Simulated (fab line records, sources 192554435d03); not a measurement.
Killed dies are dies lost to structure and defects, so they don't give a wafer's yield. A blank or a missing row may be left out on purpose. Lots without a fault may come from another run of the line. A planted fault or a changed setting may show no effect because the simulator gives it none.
fab line records | flow n5_finfet | part 1 of 2: steps 1 to 4 of 6
record lots=19 wafers=57 last_day=19
route steps=1938 shown STI_FIN_REVEAL@204 DUMMY_GATE@243 SD_EPI_N@281 SD_EPI_P@310
lots that met no fault: from a run of the same line without faults
start_h: hours from the record's first day to the start of the lot's first wafer shown | wait_h: hours since the lot's step before | " the same as in the row above | L1.1+2: a row that stands for several wafers | - no value, or no start given | * or withheld: withheld | < > ~ a bound
route shown NAME@n: a module of which the file shows steps, and the number in the route of the first | usual: mean/standard deviation of fault-free wafers | same: alike in all rows | chamber/n: place in a boat | sites: the reading at each site | _std_site: their standard deviation | _edge_site: outer sites' mean less inner sites' | radius_mm: how far each site lies from the wafer's centre | mask NAME#n: copy n | behind: the tool/chamber that last shaped the wafer | hold: why the lot was held/for how many hours/how that ended | device: the transistor (n, p or np) that didn't switch | end of line: the same wafers' tests at the end of the route | a step without rows: its recipe alone | killed: dies lost to structure and defects at the first sort, not the wafer's yield | map: a wafer's dies, x killed, . not, _ none there
set.NAME: the setting as run; set.NAME@STEP: as run at that earlier step | model.NAME: the simulator's own value behind a step, which no gauge read
steps of the route over a sample of lots; a table a step, a row a wafer
services: from which hour (start_h, from the record's first day; less than 0 if before it) a tool's chamber was out of use, for how many hours, and why
## steps
# step N5_STI_FIN_REVEAL_OXIDATION_33
# recipe chemistry=O2_PLASMA_REMOTE temp_c=150 time_s=20 pressure_mtorr=1000 source_power_w=2000 o2_flow_sccm=3000
# usual drypump_motor_current_A=5.84/0.061 heater_power_w=137/14 rf_fwd_power_W=1982/6.3
# columns lot.wafer tool chamber start_h wait_h drypump_motor_current_A heater_power_w rf_fwd_power_W rf_hours_counter_h
L074.2 plasma_asher-01 0 37.78 0.7 5.93 134 1980 30
L074.3 " 1 " " 5.81 154 1986 -
L074.4 " 0 " " 5.92 134 1974 -
L075.1 plasma_asher-01 1 46.64 0.2 5.92 153 1996 34
L075.4 " 1 " " 5.85 152 1992 -
L075.5 " 1 " " 5.87 153 1984 -
L077.3 plasma_asher-01 0 59.98 0.0 5.87 136 1981 -
L077.4 " 1 " " 5.88 153 1985 -
L077.5 " 0 " " 5.93 133 1969 -
L078.1 plasma_asher-01 0 62.71 0.0 5.88 139 1984 37
L078.3 " 1 " " 5.84 151 1983 -
L078.5 " 1 " " 5.82 151 1988 -
L079.3 plasma_asher-01 1 68.90 0.0 5.90 159 1993 -
L079.4 " 0 " " 5.90 136 1975 -
L079.6 " 0 " " 5.87 135 1977 -
L080.2 plasma_asher-02 1 74.22 0.0 5.79 118 1976 84
L080.4 " 1 " " 5.80 115 1983 -
L080.6 " 0 " " 5.74 140 1980 -
L082.1 plasma_asher-01 1 87.34 0.0 5.87 152 1988 41
L082.4 " 0 " " 5.94 134 1991 -
L082.6 " 1 " " 5.90 151 1993 -
L083.1 plasma_asher-02 1 93.21 0.0 5.80 117 1975 87
L083.2 " 0 " " 5.73 145 1978 87
L083.6 " 0 " " 5.70 145 1988 -
L084.2 plasma_asher-02 0 100.41 0.0 5.77 137 1993 89
L084.4 " 0 " " 5.78 143 1992 -
L084.5 " 1 " " 5.82 116 1983 -
L085.1 plasma_asher-02 0 108.41 0.0 5.76 144 1971 93
L085.3 " 1 " " 5.82 113 1980 -
L085.6 " 1 " " 5.82 118 1977 -
L086.2 plasma_asher-02 0 111.35 0.0 5.78 140 1980 94
L086.3 " 1 " " 5.78 115 1985 -
L086.4 " 0 " " 5.78 141 1983 -
L087.3 plasma_asher-01 0 117.63 0.0 5.91 134 1981 -
L087.4 " 1 " " 5.84 152 1982 -
L087.5 " 0 " " 5.89 133 1992 -
L089.1 plasma_asher-02 0 127.37 0.0 5.74 144 1976 97
L089.3 " 1 " " 5.79 116 1977 -
L089.4 " 0 " " 5.80 143 1977 -
L090.1 plasma_asher-02 1 133.23 0.0 5.81 113 1969 98
L090.2 " 0 " " 5.78 139 1976 98
L090.6 " 0 " " 5.76 143 1979 -
L091.3 plasma_asher-01 1 140.17 0.0 5.82 153 1997 -
L091.4 " 0 " " 5.91 134 1980 -
L091.5 " 0 " " 5.92 134 1979 -
L092.1 plasma_asher-01 1 146.63 0.0 5.79 155 1990 52
L092.3 " 1 " " 5.83 150 1988 -
L092.6 " 0 " " 5.87 141 1982 -
L093.3 plasma_asher-02 0 150.92 0.0 5.75 141 1978 -
L093.5 " 1 " " 5.81 117 1973 -
L093.6 " 0 " " 5.76 142 1975 -
L095.1 plasma_asher-02 1 163.30 0.0 5.81 115 1978 103
L095.2 " 0 " " 5.76 141 1973 103
L095.3 " 0 " " 5.80 145 1984 -
L096.1 plasma_asher-01 1 168.70 0.0 5.84 150 1983 57
L096.2 " 0 " " 5.95 135 1982 57
L096.4 " 0 " " 5.99 135 1986 -
# step N5_DUMMY_GATE_ETCH_31
# recipe chemistry=C4F6/O2 target=SiO2 mask_material=SOC target_depth_a=825 time_s=27.5 ion_energy_ev=250 pressure_mtorr=30 source_w=345 bias_w=185 Ar_flow_sccm=300 C4F6_flow_sccm=10 O2_flow_sccm=10
# usual drypump_motor_current_A=5.6/0.44 mfc_ar_sccm=299.8/0.9 oes_product_au=0.81/0.084 rf_fwd_power_W=341.6/1.3 rf_vpp_V=660/13 showerhead_plenum_p_Torr=2.84/0.078 throttle_valve_pct=21.23/0.21
# columns lot.wafer tool chamber start_h wait_h drypump_motor_current_A mfc_ar_sccm oes_product_au rf_fwd_power_W rf_hours_counter_h rf_vpp_V showerhead_plenum_p_Torr throttle_valve_pct
L074.2 rie_diel-04 3 47.83 0.2 5.8 301.3 0.74 341.1 182 671 2.86 21.58
L074.3 " 0 " " 5.8 299.3 0.73 340.4 178 672 2.83 21.32
L074.4 " 1 " " 5.8 298.4 0.93 343.3 16 662 2.79 21.13
L075.1 rie_diel-04 1 56.28 0.0 5.8 300.5 0.93 342.6 19 662 2.79 21.13
L075.4 " 3 " " 5.8 299.6 0.74 338.1 184 672 2.86 21.59
L075.5 " 3 " " 5.9 298.6 0.74 340.7 - 672 2.86 21.58
L077.3 rie_diel-05 3 69.69 0.0 5.0 301.1 0.96 340.3 8 654 2.81 21.07
L077.4 " 2 " " 5.5 301.5 0.81 341.9 106 654 2.78 21.30
L077.5 " 3 " " 4.9 300.7 0.94 341.2 - 653 2.81 21.05
L078.1 rie_diel-05 0 72.17 0.0 4.7 298.9 0.74 342.5 159 660 2.95 21.26
L078.3 " 3 " " 5.0 299.5 0.95 340.0 8 654 2.81 21.04
L078.5 " 1 " " 5.9 299.8 0.94 341.7 - 664 3.03 21.36
L079.3 rie_diel-01 1 78.25 0.1 6.1 299.8 0.75 341.7 165 665 2.93 20.96
L079.4 " 0 " " 6.1 299.8 0.72 341.1 - 696 2.94 21.65
L079.6 " 2 " " 5.1 299.0 0.93 339.4 - 662 2.90 20.88
L080.2 rie_diel-05 0 83.67 0.0 4.7 300.5 0.73 339.3 163 659 2.94 21.24
L080.4 " 0 " " 4.7 300.0 0.73 340.5 - 659 2.95 21.25
L080.6 " 3 " " 5.0 300.3 0.92 342.2 - 654 2.80 21.05
L082.1 rie_diel-01 2 97.85 0.0 5.1 299.4 0.91 341.7 18 663 2.90 20.87
L082.4 " 0 " " 6.1 299.4 0.71 341.6 231 697 2.93 21.63
L082.6 " 1 " " 6.1 299.9 0.73 342.2 - 664 2.92 20.95
L083.1 rie_diel-04 3 107.58 0.0 5.9 302.1 0.72 341.9 200 672 2.85 21.60
L083.2 " 0 " " 5.8 298.4 0.71 342.0 195 672 2.82 21.35
L083.6 " 3 " " 5.9 300.9 0.72 340.0 - 671 2.85 21.61
L084.2 rie_diel-01 2 109.81 0.0 5.1 300.3 0.90 340.5 23 663 2.90 20.90
L084.4 " 1 " " 6.2 298.9 0.74 340.7 176 664 2.92 20.94
L084.5 " 1 " " 6.1 298.5 0.74 341.7 - 665 2.92 20.95
L085.1 rie_diel-05 3 118.08 0.2 5.0 299.8 0.89 340.6 23 654 2.80 21.08
L085.3 " 1 " " 5.9 300.6 0.91 342.6 32 662 3.02 21.38
L085.6 " 3 " " 5.0 298.7 0.90 340.3 - 653 2.80 21.09
L086.2 rie_diel-01 1 120.73 0.0 6.1 300.4 0.73 341.3 181 665 2.92 20.97
L086.3 " 3 " " 6.3 299.7 0.94 340.7 9 660 2.83 21.27
L086.4 " 3 " " 6.3 299.0 0.94 341.3 - 658 2.83 21.27
L087.3 rie_diel-04 2 128.05 0.0 5.5 300.7 0.79 343.5 115 635 2.76 21.03
L087.4 " 3 " " 5.9 299.5 0.73 341.4 206 670 2.85 21.62
L087.5 " 2 " " 5.5 299.5 0.79 343.3 - 633 2.76 21.05
L089.1 rie_diel-04 2 136.88 0.0 5.5 300.6 0.79 342.4 118 636 2.76 21.05
L089.3 " 0 " " 5.8 300.8 0.71 340.0 205 673 2.82 21.38
L089.4 " 1 " " 5.7 299.6 0.87 341.3 44 661 2.78 21.17
L090.1 rie_diel-04 0 143.51 0.1 5.8 298.9 0.71 341.7 208 672 2.81 21.35
L090.2 " 3 " " 5.9 297.7 0.72 341.0 211 672 2.84 21.63
L090.6 " 3 " " 5.9 298.3 0.72 339.9 - 671 2.84 21.62
L091.3 rie_diel-01 2 149.62 0.0 5.1 299.2 0.87 341.4 39 664 2.89 20.92
L091.4 " 2 " " 5.1 299.8 0.87 341.7 - 664 2.89 20.95
L091.5 " 1 " " 6.1 299.5 0.73 341.7 - 664 2.91 20.98
L092.1 rie_diel-05 2 156.24 0.0 5.5 299.0 0.78 341.4 133 653 2.77 21.33
L092.3 " 1 " " 5.9 299.5 0.89 341.7 44 664 3.02 21.39
L092.6 " 0 " " 4.7 300.3 0.73 340.7 - 659 2.93 21.29
L093.3 rie_diel-05 3 160.44 0.1 4.9 300.5 0.88 339.1 35 653 2.79 21.11
L093.5 " 3 " " 5.0 299.1 0.88 341.7 - 653 2.79 21.12
L093.6 " 2 " " 5.5 298.4 0.78 343.5 - 653 2.77 21.34
L095.1 rie_diel-04 0 172.61 0.0 5.8 301.3 0.70 340.1 216 674 2.81 21.37
L095.2 " 1 " " 5.7 300.1 0.85 342.5 55 660 2.77 21.17
L095.3 " 2 " " 5.5 300.2 0.77 343.4 128 634 2.75 21.06
L096.1 rie_diel-05 3 178.15 0.0 4.9 298.9 0.86 340.7 40 653 2.79 21.10
L096.2 " 0 " " 4.7 300.4 0.71 341.3 192 659 2.93 21.29
L096.4 " 1 " " 5.9 300.1 0.89 341.2 49 661 3.01 21.40
# step N5_SD_EPI_N_SD_RECESS_17
# recipe chemistry=HBr/Cl2/O2 target_depth_a=410 mask_material=SOC time_s=23.7 bt_time_s=3 pressure_mtorr=10 icp_w=800 bias_w=112 HBr_flow_sccm=150 Cl2_flow_sccm=80 O2_flow_sccm=12
# usual drypump_motor_current_A=5.7/0.44 oes_product_au=0.996/0.013 rf_fwd_power_W=794.9/2.4 throttle_valve_pct=37.0/0.33
# columns lot.wafer tool chamber start_h wait_h drypump_motor_current_A oes_product_au rf_fwd_power_W rf_hours_counter_h throttle_valve_pct
L074.2 rie_si-06 2 50.55 0.0 6.0 1.000 797.0 72 36.7
L074.3 " 3 " " 6.2 1.011 794.9 145 37.5
L074.4 " 1 " " 5.0 0.985 794.0 28 37.0
L075.1 rie_si-01 2 59.02 0.0 4.6 0.997 796.0 92 37.1
L075.4 " 3 " " 5.7 1.006 794.6 71 37.0
L075.5 " 1 " " 6.1 0.983 793.1 - 36.8
L077.3 rie_si-01 3 72.09 0.0 5.7 1.009 796.3 71 37.0
L077.4 " 2 " " 4.6 0.988 799.5 92 37.1
L077.5 " 2 " " 4.7 0.994 797.2 - 37.1
L078.1 rie_si-01 3 74.91 0.0 5.7 1.005 792.2 71 37.0
L078.3 " 2 " " 4.6 0.991 796.3 92 37.1
L078.5 " 2 " " 4.6 0.994 796.6 - 37.1
L079.3 rie_si-02 1 81.10 0.0 5.5 0.977 791.8 3 36.8
L079.4 " 2 " " 5.6 1.010 789.8 165 37.6
L079.6 " 3 " " 5.6 1.019 799.4 - 37.5
L080.2 rie_si-06 2 86.23 0.0 6.0 1.002 792.7 73 36.7
L080.4 " 3 " " 6.2 1.008 793.6 146 37.5
L080.6 " 1 " " 5.0 0.990 796.3 - 37.0
L082.1 rie_si-02 2 101.29 0.0 5.6 1.005 797.3 165 37.6
L082.4 " 2 " " 5.6 1.016 796.0 - 37.6
L082.6 " 3 " " 5.7 1.011 799.0 - 37.6
L083.1 rie_si-06 1 110.11 0.0 5.0 0.992 794.5 29 37.0
L083.2 " 0 " " 5.6 1.000 791.5 175 36.7
L083.6 " 2 " " 6.0 0.992 797.5 - 36.8
L084.2 rie_si-06 0 112.49 0.0 5.5 0.994 794.2 175 36.7
L084.4 " 2 " " 6.0 0.989 794.4 74 36.7
L084.5 " 3 " " 6.2 1.017 792.6 - 37.5
L085.1 rie_si-01 1 120.58 0.0 6.1 0.972 798.2 72 36.8
L085.3 " 2 " " 4.6 0.998 794.9 93 37.1
L085.6 " 0 " " 6.1 0.967 789.7 - 36.8
L086.2 rie_si-06 1 123.24 0.0 5.0 0.991 795.4 29 37.0
L086.3 " 3 " " 6.2 1.015 793.7 147 37.5
L086.4 " 0 " " 5.5 0.999 791.6 175 36.7
L087.3 rie_si-06 1 130.55 0.0 5.0 0.993 792.6 30 37.0
L087.4 " 2 " " 6.1 0.995 799.2 74 36.7
L087.5 " 1 " " 5.0 0.988 791.4 - 37.0
L089.1 rie_si-01 0 140.29 0.0 6.1 0.974 794.3 8 36.8
L089.3 " 1 " " 6.1 0.980 799.2 72 36.8
L089.4 " 1 " " 6.1 0.974 795.2 - 36.8
L090.1 rie_si-02 2 146.48 0.0 5.5 1.000 793.0 166 37.6
L090.2 " 1 " " 5.5 0.970 794.4 4 36.7
L090.6 " 0 " " 5.5 1.004 793.2 - 36.7
L091.3 rie_si-06 2 152.12 0.0 6.0 0.990 796.5 74 36.7
L091.4 " 0 " " 5.5 0.991 796.1 176 36.7
L091.5 " 3 " " 6.2 1.003 797.5 - 37.5
L092.1 rie_si-06 3 158.97 0.0 6.2 1.017 796.8 148 37.5
L092.3 " 1 " " 5.0 0.991 793.9 30 37.0
L092.6 " 0 " " 5.5 1.001 796.7 - 36.7
L093.3 rie_si-06 3 163.02 0.0 6.2 1.007 793.1 148 37.5
L093.5 " 1 " " 5.0 1.000 799.3 - 37.0
L093.6 " 0 " " 5.5 0.986 798.4 - 36.7
L095.1 rie_si-02 2 175.17 0.0 5.6 1.005 792.3 166 37.6
L095.2 " 1 " " 5.5 0.979 795.0 4 36.8
L095.3 " 0 " " 5.5 1.007 795.3 18 36.7
L096.1 rie_si-01 3 180.67 0.0 5.7 1.007 795.1 73 37.0
L096.2 " 1 " " 6.1 0.982 792.8 73 36.8
L096.4 " 2 " " 4.6 0.989 795.3 94 37.1
# step N5_SD_EPI_N_STRIP_38
# recipe chemistry=N2/H2 power_w=1000 temp_c=250 h2_frac=0.65 overash_fraction=0.3 pressure_mtorr=withheld n2_flow_sccm=1750 h2_flow_sccm=3250
# usual drypump_motor_current_A=5.85/0.063 heater_power_w=317/31 oes_product_au=0.761/0.012
# columns lot.wafer tool chamber start_h wait_h drypump_motor_current_A heater_power_w oes_product_au rf_hours_counter_h
L074.2 plasma_asher-01 1 50.64 0.1 5.84 360 0.769 35
L074.3 " 1 " " 5.85 354 0.746 -
L074.4 " 0 " " 5.94 301 0.765 -
L075.1 plasma_asher-02 1 59.12 0.1 5.83 269 0.769 80
L075.4 " 1 " " 5.81 270 0.758 -
L075.5 " 0 " " 5.82 323 0.764 -
L077.3 plasma_asher-01 0 72.21 0.1 5.91 319 0.765 -
L077.4 " 1 " " 5.84 352 0.784 -
L077.5 " 0 " " 5.91 307 0.765 -
L078.1 plasma_asher-02 1 75.00 0.1 5.83 270 0.759 84
L078.3 " 0 " " 5.78 331 0.769 -
L078.5 " 1 " " 5.82 274 0.773 -
L079.3 plasma_asher-02 0 81.21 0.1 5.72 330 0.758 -
L079.4 " 1 " " 5.79 261 0.756 -
L079.6 " 0 " " 5.76 330 0.750 -
L080.2 plasma_asher-01 1 86.36 0.1 5.89 352 0.765 41
L080.4 " 0 " " 5.99 313 0.765 -
L080.6 " 1 " " 5.84 346 0.738 -
L082.1 plasma_asher-02 0 101.39 0.1 5.81 326 0.754 90
L082.4 " 0 " " 5.78 330 0.753 -
L082.6 " 0 " " 5.80 325 0.774 -
L083.1 plasma_asher-02 1 110.21 0.1 5.82 269 0.760 93
L083.2 " 0 " " 5.80 324 0.767 93
L083.6 " 0 " " 5.78 324 0.778 -
L084.2 plasma_asher-02 1 112.59 0.1 5.79 266 0.764 94
L084.4 " 1 " " 5.82 267 0.758 -
L084.5 " 0 " " 5.78 320 0.735 -
L085.1 plasma_asher-01 0 120.68 0.1 5.88 311 0.763 47
L085.3 " 0 " " 5.88 307 0.747 -
L085.6 " 1 " " 5.81 358 0.753 -
L086.2 plasma_asher-01 0 123.34 0.1 5.97 311 0.746 47
L086.3 " 1 " " 5.80 351 0.767 -
L086.4 " 0 " " 5.90 316 0.755 -
L087.3 plasma_asher-01 0 130.67 0.1 5.98 309 0.769 -
L087.4 " 1 " " 5.85 359 0.751 -
L087.5 " 1 " " 5.90 345 0.748 -
L089.1 plasma_asher-02 0 140.39 0.1 5.76 332 0.768 99
L089.3 " 1 " " 5.81 263 0.748 -
L089.4 " 0 " " 5.74 332 0.749 -
L090.1 plasma_asher-01 1 146.57 0.1 5.82 343 0.764 52
L090.2 " 0 " " 5.92 312 0.783 52
L090.6 " 1 " " 5.90 353 0.747 -
L091.3 plasma_asher-01 0 152.24 0.1 5.93 314 0.770 -
L091.4 " 1 " " 5.85 351 0.734 -
L091.5 " 0 " " 5.87 305 0.773 -
L092.1 plasma_asher-01 0 159.06 0.1 5.95 312 0.761 55
L092.3 " 1 " " 5.87 350 0.774 -
L092.6 " 0 " " 5.92 312 0.759 -
L093.3 plasma_asher-01 1 163.13 0.1 5.85 353 0.752 -
L093.5 " 1 " " 5.79 356 0.748 -
L093.6 " 0 " " 5.96 315 0.764 -
L095.1 plasma_asher-02 0 175.26 0.1 5.76 328 0.743 106
L095.2 " 1 " " 5.80 272 0.755 106
L095.3 " 1 " " 5.83 266 0.757 -
L096.1 plasma_asher-01 0 180.76 0.1 5.92 308 0.762 58
L096.2 " 1 " " 5.85 353 0.748 58
L096.4 " 1 " " 5.86 357 0.761 -
